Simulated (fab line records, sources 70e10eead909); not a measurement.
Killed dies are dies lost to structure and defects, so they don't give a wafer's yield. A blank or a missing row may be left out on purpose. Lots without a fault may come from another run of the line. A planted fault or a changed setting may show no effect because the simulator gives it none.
fab line records | flow nand_harc
record lots=6 wafers=18 last_day=32
route steps=1302 shown A_ONON_D1@424 END@1302
lots that met no fault: from a run of the same line without faults
start_h: hours from the record's first day to the start of the lot's first wafer shown | wait_h: hours since the lot's step before | " the same as in the row above | L1.1+2: a row that stands for several wafers | - no value, or no start given | * or withheld: withheld | < > ~ a bound
route shown NAME@n: a module of which the file shows steps, and the number in the route of the first | usual: mean/standard deviation of fault-free wafers | same: alike in all rows | chamber/n: place in a boat | sites: the reading at each site | _std_site: their standard deviation | _edge_site: outer sites' mean less inner sites' | radius_mm: how far each site lies from the wafer's centre | mask NAME#n: copy n | behind: the tool/chamber that last shaped the wafer | hold: why the lot was held/for how many hours/how that ended | device: the transistor (n, p or np) that didn't switch | end of line: the same wafers' tests at the end of the route | a step without rows: its recipe alone | killed: dies lost to structure and defects at the first sort, not the wafer's yield | map: a wafer's dies, x killed, . not, _ none there
set.NAME: the setting as run; set.NAME@STEP: as run at that earlier step | model.NAME: the simulator's own value behind a step, which no gauge read
lots at some steps of the route; a table a step, a row a wafer
services: from which hour (start_h, from the record's first day; less than 0 if before it) a tool's chamber was out of use, for how many hours, and why
## steps
# step NHARC_A_ONON_D1_DEP_00
# recipe target_thk_a=10000 n2_flow_sccm=2750 n2o_flow_sccm=2000 nh3_flow_sccm=500 sih4_flow_sccm=210 temp_c=400
# step NHARC_A_ONON_D1_THK_MEAS_02
# recipe thk_meas_gauge=ellipsometry
# usual thk_nm=1003/8.1
# columns lot.wafer tool chamber start_h wait_h thk_nm
L675.3 film_metro-01 - 206.01 - 1008
L675.5 " - " " 1007
L675.6 " - " " 1005
L676.1 film_metro-01 - 216.78 - 999
L676.4 " - " " 998
L676.6 " - " " 1001
L677.1 film_metro-01 - 233.77 - 991
L677.2 " - " " 993
L677.3 " - " " 992
L687.1 film_metro-01 - 339.97 - 1014
L687.4 " - " " 1013
L687.5 " - " " 1014
L690.2 film_metro-02 - 359.21 - 1009
L690.5 " - " " 1011
L690.6 " - " " 1010
L691.1 film_metro-02 - 370.08 - 1021
L691.3 " - " " 1022
L691.6 " - " " 1022
# step NHARC_A_ONON_D1_DEP_03
# recipe target_thk_a=10000 n2_flow_sccm=2750 n2o_flow_sccm=2000 nh3_flow_sccm=500 sih4_flow_sccm=210 temp_c=400
# step NHARC_A_ONON_D1_THK_MEAS_05
# recipe thk_meas_gauge=ellipsometry
# usual thk_nm=1000/10
# columns lot.wafer tool chamber start_h wait_h thk_nm
L675.3 film_metro-02 - 206.58 - 998
L675.5 " - " " 996
L675.6 " - " " 997
L676.1 film_metro-01 - 217.35 - 1008
L676.4 " - " " 1007
L676.6 " - " " 1006
L677.1 film_metro-02 - 234.33 - 983
L677.2 " - " " 984
L677.3 " - " " 983
L687.1 film_metro-01 - 340.54 - 995
L687.4 " - " " 992
L687.5 " - " " 993
L690.2 film_metro-02 - 359.77 - 993
L690.5 " - " " 991
L690.6 " - " " 993
L691.1 film_metro-02 - 370.65 - 1003
L691.3 " - " " 1005
L691.6 " - " " 1003
# step NHARC_A_ONON_D1_DEP_06
# recipe target_thk_a=10000 n2_flow_sccm=2750 n2o_flow_sccm=2000 nh3_flow_sccm=500 sih4_flow_sccm=210 temp_c=400
# step NHARC_A_ONON_D1_THK_MEAS_08
# recipe thk_meas_gauge=ellipsometry
# usual thk_nm=1000/12
# columns lot.wafer tool chamber start_h wait_h thk_nm
L675.3 film_metro-01 - 207.14 - 995
L675.5 " - " " 994
L675.6 " - " " 995
L676.1 film_metro-01 - 217.92 - 1009
L676.4 " - " " 1009
L676.6 " - " " 1008
L677.1 film_metro-01 - 234.90 - 992
L677.2 " - " " 990
L677.3 " - " " 991
L687.1 film_metro-01 - 341.10 - 983
L687.4 " - " " 986
L687.5 " - " " 984
L690.2 film_metro-02 - 360.34 - 996
L690.5 " - " " 995
L690.6 " - " " 997
L691.1 film_metro-01 - 371.21 - 1004
L691.3 " - " " 1004
L691.6 " - " " 1006
# step NHARC_A_ONON_D1_DEP_09
# recipe target_thk_a=10000 n2_flow_sccm=2750 n2o_flow_sccm=2000 nh3_flow_sccm=500 sih4_flow_sccm=210 temp_c=400
# step NHARC_A_ONON_D1_THK_MEAS_11
# recipe thk_meas_gauge=ellipsometry
# usual thk_nm=1000/10
# columns lot.wafer tool chamber start_h wait_h thk_nm
L675.3 film_metro-02 - 207.71 - 995
L675.5 " - " " 996
L675.6 " - " " 996
L676.1 film_metro-02 - 218.48 - 995
L676.4 " - " " 992
L676.6 " - " " 993
L677.1 film_metro-02 - 235.49 - 1022
L677.2 " - " " 1024
L677.3 " - " " 1022
L687.1 film_metro-01 - 341.67 - 1000
L687.4 " - " " 1002
L687.5 " - " " 1001
L690.2 film_metro-02 - 360.91 - 993
L690.5 " - " " 995
L690.6 " - " " 994
L691.1 film_metro-02 - 371.78 - 986
L691.3 " - " " 987
L691.6 " - " " 985
# step NHARC_A_ONON_D1_DEP_12
# recipe target_thk_a=10000 n2_flow_sccm=2750 n2o_flow_sccm=2000 nh3_flow_sccm=500 sih4_flow_sccm=210 temp_c=400
# step NHARC_A_ONON_D1_THK_MEAS_14
# recipe thk_meas_gauge=ellipsometry
# usual thk_nm=1000/11
# columns lot.wafer tool chamber start_h wait_h thk_nm
L675.3 film_metro-02 - 208.27 - 993
L675.5 " - " " 992
L675.6 " - " " 994
L676.1 film_metro-02 - 219.05 - 1015
L676.4 " - " " 1015
L676.6 " - " " 1015
L677.1 film_metro-01 - 236.05 - 1000
L677.2 " - " " 1000
L677.3 " - " " 1001
L687.1 film_metro-02 - 342.24 - 985
L687.4 " - " " 985
L687.5 " - " " 983
L690.2 film_metro-02 - 361.47 - 1007
L690.5 " - " " 1008
L690.6 " - " " 1008
L691.1 film_metro-02 - 372.35 - 986
L691.3 " - " " 985
L691.6 " - " " 986
# step NHARC_A_ONON_D1_ANNEAL_15
# recipe temp_c=750 time_s=3600
# step NHARC_A_ONON_D1_DEP_16
# recipe target_thk_a=10000 n2_flow_sccm=2750 n2o_flow_sccm=2000 nh3_flow_sccm=500 sih4_flow_sccm=210 temp_c=400
# columns lot.wafer tool chamber start_h wait_h
L675.3+5+6 pecvd_onon-04 0 215.89 0.2
L676.1+4+6 pecvd_onon-02 0 226.08 0.1
L677.1+2+3 pecvd_onon-03 0 246.36 0.1
L687.1+4+5 pecvd_onon-04 0 350.09 0.1
L690.2+5+6 pecvd_onon-04 0 366.70 0.1
L691.1+3+6 pecvd_onon-03 0 379.60 0.1
# step NHARC_A_ONON_D1_THK_MEAS_18
# recipe thk_meas_gauge=ellipsometry
# usual thk_nm=1001/8.9
# columns lot.wafer tool chamber start_h wait_h thk_nm
L675.3 film_metro-02 - 216.28 - 1000
L675.5 " - " " 1000
L675.6 " - " " 1000
L676.1 film_metro-02 - 226.59 - 991
L676.4 " - " " 991
L676.6 " - " " 992
L677.1 film_metro-02 - 246.87 - 991
L677.2 " - " " 991
L677.3 " - " " 991
L687.1 film_metro-01 - 350.60 - 1602
L687.4 " - " " 1604
L687.5 " - " " 1602
L690.2 film_metro-02 - 367.15 - 1609
L690.5 " - " " 1609
L690.6 " - " " 1607
L691.1 film_metro-01 - 380.11 - 1003
L691.3 " - " " 1003
L691.6 " - " " 1004
# step NHARC_A_ONON_D1_DEP_19
# recipe target_thk_a=10000 n2_flow_sccm=2750 n2o_flow_sccm=2000 nh3_flow_sccm=500 sih4_flow_sccm=210 temp_c=400
# step NHARC_END_SORT_01
# recipe temp_c=25
# usual killed_at_array=55/15 killed_at_other=1.0/1.2 killed_at_periphery=3.4/2.2 killed_dies=59/15 killed_open=3.2/2 killed_short=2.5/1.7
# same gross_dies=677
# columns lot.wafer tool chamber start_h wait_h killed_at_array killed_at_other killed_at_periphery killed_dies killed_open killed_short
L675.3 prober-01 0 600.96 3.1 82 2 4 88 4 1
L675.5 prober-01 0 602.58 3.7 64 1 3 68 3 3
L675.6 prober-01 0 603.39 4.0 69 0 4 73 1 6
L676.1 prober-02 0 619.49 2.5 77 0 0 77 1 4
L676.4 prober-02 0 621.88 3.4 77 1 3 81 5 3
L676.6 prober-02 0 623.48 4.0 100 1 1 102 3 3
L677.1 prober-01 0 639.42 2.5 35 0 1 36 3 1
L677.2 prober-01 0 640.21 2.8 33 0 2 35 4 3
L677.3 prober-01 0 641.01 3.1 32 0 0 32 1 3
L687.1 prober-01 0 719.10 2.5 671 1 5 677 1 5
L687.4 prober-01 0 721.54 3.4 672 0 5 677 0 1
L687.5 prober-01 0 722.35 3.7 669 0 8 677 3 6
L690.2 prober-02 0 746.98 2.8 673 1 3 677 2 3
L690.5 prober-02 0 749.40 3.7 675 1 1 677 4 0
L690.6 prober-02 0 750.21 4.0 671 2 4 677 7 1
# killed by level:class
L675.3 A_CHANNEL_HOLE_D2:chamber_film_flake=42 A_SLIT:chamber_film_flake=24 A_CONTACT:chamber_film_flake=5 A_CHANNEL_HOLE_D1:chamber_film_flake=4 A_M0:chamber_film_flake=2 THIN_TSV:chamber_film_flake=2 P_GATE:geometric_particle:open=1 P_M0:geometric_particle:open=1
L675.5 A_SLIT:chamber_film_flake=30 A_CHANNEL_HOLE_D2:chamber_film_flake=23 A_CHANNEL_HOLE_D1:chamber_film_flake=5 A_CONTACT:chamber_film_flake=2 P_CONTACT:geometric_particle:short=1 P_CONTACT:geometric_particle:open=1 A_ONON_D1:geometric_particle:short=1 A_ONON_D1:geometric_particle:open=1
L675.6 A_SLIT:chamber_film_flake=33 A_CHANNEL_HOLE_D2:chamber_film_flake=16 A_CHANNEL_HOLE_D1:chamber_film_flake=4 A_WL_FILL:geometric_particle:short=3 P_STI:chamber_film_flake=3 A_STAIRCASE:chamber_film_flake=3 A_M0:geometric_particle:short=2 A_DECK1_JOINT:chamber_film_flake=2
L676.1 A_CHANNEL_HOLE_D2:chamber_film_flake=32 A_SLIT:chamber_film_flake=29 A_CHANNEL_HOLE_D1:chamber_film_flake=7 A_ONON_D1:geometric_particle:short=2 A_CONTACT:chamber_film_flake=2 A_DECK1_JOINT:geometric_particle:short=1 A_WL_FILL:geometric_particle:short=1 A_M1:geometric_particle:open=1
L676.4 A_CHANNEL_HOLE_D2:chamber_film_flake=39 A_SLIT:chamber_film_flake=27 A_CHANNEL_HOLE_D1:chamber_film_flake=5 P_M0:geometric_particle:open=1 P_M1:geometric_particle:open=1 A_SOURCE_PLATE:geometric_particle:short=1 A_DECK1_JOINT:geometric_particle:open=1 A_ONON_D2:geometric_particle:short=1
L676.6 A_CHANNEL_HOLE_D2:chamber_film_flake=38 A_SLIT:chamber_film_flake=38 A_CHANNEL_HOLE_D1:chamber_film_flake=11 A_STAIRCASE:chamber_film_flake=3 A_CHANNEL_FILL_D2:geometric_particle:short=2 A_CONTACT:chamber_film_flake=2 A_ONON_D1:geometric_particle:open=1 A_DECK1_JOINT:geometric_particle:open=1
L677.1 A_CHANNEL_HOLE_D2:chamber_film_flake=13 A_CONTACT:chamber_film_flake=6 A_M1:chamber_film_flake=4 A_CHANNEL_HOLE_D1:chamber_film_flake=3 A_STAIRCASE:chamber_film_flake=3 A_DECK1_JOINT:geometric_particle:open=2 A_ONON_D1:geometric_particle:open=1 A_ONON_D2:geometric_particle:short=1
L677.2 A_CHANNEL_HOLE_D2:chamber_film_flake=16 A_CONTACT:chamber_film_flake=5 A_WL_FILL:geometric_particle:short=2 A_CHANNEL_HOLE_D1:chamber_film_flake=2 P_GATE:geometric_particle:open=1 P_M0:geometric_particle:open=1 A_ONON_D2:geometric_particle:short=1 A_ONON_D2:geometric_particle:open=1
L677.3 A_CHANNEL_HOLE_D2:chamber_film_flake=18 A_STAIRCASE:chamber_film_flake=7 A_CONTACT:chamber_film_flake=2 A_CHANNEL_FILL_D1:geometric_particle:short=1 A_DECK1_JOINT:geometric_particle:open=1 A_ONON_D2:geometric_particle:short=1 A_CHANNEL_FILL_D2:geometric_particle:short=1 A_SGD_CUT:chamber_film_flake=1
L687.1 A_ONON_D1:area_dep=639 A_CHANNEL_HOLE_D1:chamber_film_flake=18 P_CONTACT:chamber_film_flake=3 A_WL_FILL:geometric_particle:short=2 A_WL_FILL:chamber_film_flake=2 A_CONTACT:chamber_film_flake=2 A_ONON_D1:geometric_particle:short=1 A_DECK1_JOINT:geometric_particle:short=1
L687.4 A_ONON_D1:area_dep=646 A_CHANNEL_HOLE_D1:chamber_film_flake=18 P_CONTACT:chamber_film_flake=5 A_SLIT:chamber_film_flake=3 A_ONON_D1:geometric_particle:short=1 A_CHANNEL_FILL_D1:chamber_film_flake=1 A_STAIRCASE:chamber_film_flake=1 A_WL_FILL:chamber_film_flake=1
L687.5 A_ONON_D1:area_dep=644 A_CHANNEL_HOLE_D1:chamber_film_flake=13 P_CONTACT:chamber_film_flake=6 A_ONON_D1:geometric_particle:short=2 A_SLIT:chamber_film_flake=2 P_M0:geometric_particle:short=1 A_CHANNEL_FILL_D1:geometric_particle:open=1 A_CHANNEL_FILL_D1:geometric_particle:short=1
L690.2 A_ONON_D1:area_dep=598 A_CHANNEL_HOLE_D1:chamber_film_flake=34 A_SLIT:chamber_film_flake=33 A_CONTACT:chamber_film_flake=4 P_M1:geometric_particle:open=1 P_M1:geometric_particle:short=1 A_SOURCE_PLATE:geometric_particle:short=1 A_CHANNEL_FILL_D1:geometric_particle:short=1
L690.5 A_ONON_D1:area_dep=611 A_SLIT:chamber_film_flake=34 A_CHANNEL_HOLE_D1:chamber_film_flake=17 A_STAIRCASE:chamber_film_flake=3 A_M1:chamber_film_flake=3 A_CONTACT:chamber_film_flake=2 P_M1:geometric_particle:open=1 A_ONON_D1:geometric_particle:open=1
L690.6 A_ONON_D1:area_dep=581 A_SLIT:chamber_film_flake=36 A_CHANNEL_HOLE_D1:chamber_film_flake=33 A_M1:chamber_film_flake=6 A_CONTACT:chamber_film_flake=4 P_STI:chamber_film_flake=2 A_DECK1_JOINT:chamber_film_flake=2 THIN_TSV:chamber_film_flake=2
# map L687.1 (x killed, . not)
____________x____________
_________xxxxxxx_________
_______xxxxxxxxxxx_______
______xxxxxxxxxxxxx______
_____xxxxxxxxxxxxxxx_____
____xxxxxxxxxxxxxxxxx____
____xxxxxxxxxxxxxxxxx____
___xxxxxxxxxxxxxxxxxxx___
___xxxxxxxxxxxxxxxxxxx___
__xxxxxxxxxxxxxxxxxxxxx__
__xxxxxxxxxxxxxxxxxxxxx__
_xxxxxxxxxxxxxxxxxxxxxxx_
_xxxxxxxxxxxxxxxxxxxxxxx_
_xxxxxxxxxxxxxxxxxxxxxxx_
_xxxxxxxxxxxxxxxxxxxxxxx_
_xxxxxxxxxxxxxxxxxxxxxxx_
xxxxxxxxxxxxxxxxxxxxxxxxx
xxxxxxxxxxxxxxxxxxxxxxxxx
xxxxxxxxxxxxxxxxxxxxxxxxx
xxxxxxxxxxxxxxxxxxxxxxxxx
xxxxxxxxxxxxxxxxxxxxxxxxx
_xxxxxxxxxxxxxxxxxxxxxxx_
_xxxxxxxxxxxxxxxxxxxxxxx_
_xxxxxxxxxxxxxxxxxxxxxxx_
_xxxxxxxxxxxxxxxxxxxxxxx_
_xxxxxxxxxxxxxxxxxxxxxxx_
__xxxxxxxxxxxxxxxxxxxxx__
__xxxxxxxxxxxxxxxxxxxxx__
___xxxxxxxxxxxxxxxxxxx___
___xxxxxxxxxxxxxxxxxxx___
____xxxxxxxxxxxxxxxxx____
____xxxxxxxxxxxxxxxxx____
_____xxxxxxxxxxxxxxx_____
______xxxxxxxxxxxxx______
_______xxxxxxxxxxx_______
_________xxxxxxx_________
____________x____________
# map L690.2 (x killed, . not)
____________x____________
_________xxxxxxx_________
_______xxxxxxxxxxx_______
______xxxxxxxxxxxxx______
_____xxxxxxxxxxxxxxx_____
____xxxxxxxxxxxxxxxxx____
____xxxxxxxxxxxxxxxxx____
___xxxxxxxxxxxxxxxxxxx___
___xxxxxxxxxxxxxxxxxxx___
__xxxxxxxxxxxxxxxxxxxxx__
__xxxxxxxxxxxxxxxxxxxxx__
_xxxxxxxxxxxxxxxxxxxxxxx_
_xxxxxxxxxxxxxxxxxxxxxxx_
_xxxxxxxxxxxxxxxxxxxxxxx_
_xxxxxxxxxxxxxxxxxxxxxxx_
_xxxxxxxxxxxxxxxxxxxxxxx_
xxxxxxxxxxxxxxxxxxxxxxxxx
xxxxxxxxxxxxxxxxxxxxxxxxx
xxxxxxxxxxxxxxxxxxxxxxxxx
xxxxxxxxxxxxxxxxxxxxxxxxx
xxxxxxxxxxxxxxxxxxxxxxxxx
_xxxxxxxxxxxxxxxxxxxxxxx_
_xxxxxxxxxxxxxxxxxxxxxxx_
_xxxxxxxxxxxxxxxxxxxxxxx_
_xxxxxxxxxxxxxxxxxxxxxxx_
_xxxxxxxxxxxxxxxxxxxxxxx_
__xxxxxxxxxxxxxxxxxxxxx__
__xxxxxxxxxxxxxxxxxxxxx__
___xxxxxxxxxxxxxxxxxxx___
___xxxxxxxxxxxxxxxxxxx___
____xxxxxxxxxxxxxxxxx____
____xxxxxxxxxxxxxxxxx____
_____xxxxxxxxxxxxxxx_____
______xxxxxxxxxxxxx______
_______xxxxxxxxxxx_______
_________xxxxxxx_________
____________x____________
## services
# columns tool chamber start_h hours kind
pecvd_onon-04 - 207.58 5.2 repair
pecvd_onon-03 - 227.00 13.0 pm
pecvd_onon-04 - 311.24 13.0 pm
pecvd_onon-02 - 366.00 13.0 pm
## key
first_sign step=NHARC_A_ONON_D1_THK_MEAS_18 reading=thk_nm direction=up sigmas=68 usual=1001 struck=1605
effect step=NHARC_END_SORT_01 reading=killed_dies direction=up sigmas=42 usual=59 struck=677
more_kills_born_at NHARC_A_ONON_D1_DEP_16@pecvd_onon-04=3719
met_at NHARC_A_ONON_D1_DEP_16
struck_wafers L687.1,L687.4,L687.5,L690.2,L690.5,L690.6
later_rows_left_out L687.1,L687.4,L687.5,L690.2,L690.5,L690.6
tester_left_out L687,L690
onset_between 215.89 350.09
fault kind=process_parameter_drift tool=pecvd_onon-04 chamber=0 onset_h=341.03 steps=NHARC_A_ONON_D1_DEP_16 channel=target_thk_a offset=* shape=step end_h=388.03 acts_in=* stated=*
# tester_left_out: of these lots the tester's yield and bins aren't shown, on N5 and GAA mostly nor the transistor test; their killed dies are dies lost to structure and defects alone, not to doping, threshold or leakage, so they don't give the yield
# later_rows_left_out: the simulator's readings of these wafers behind a module that went badly wrong aren't trusted and aren't shown, but for the sort
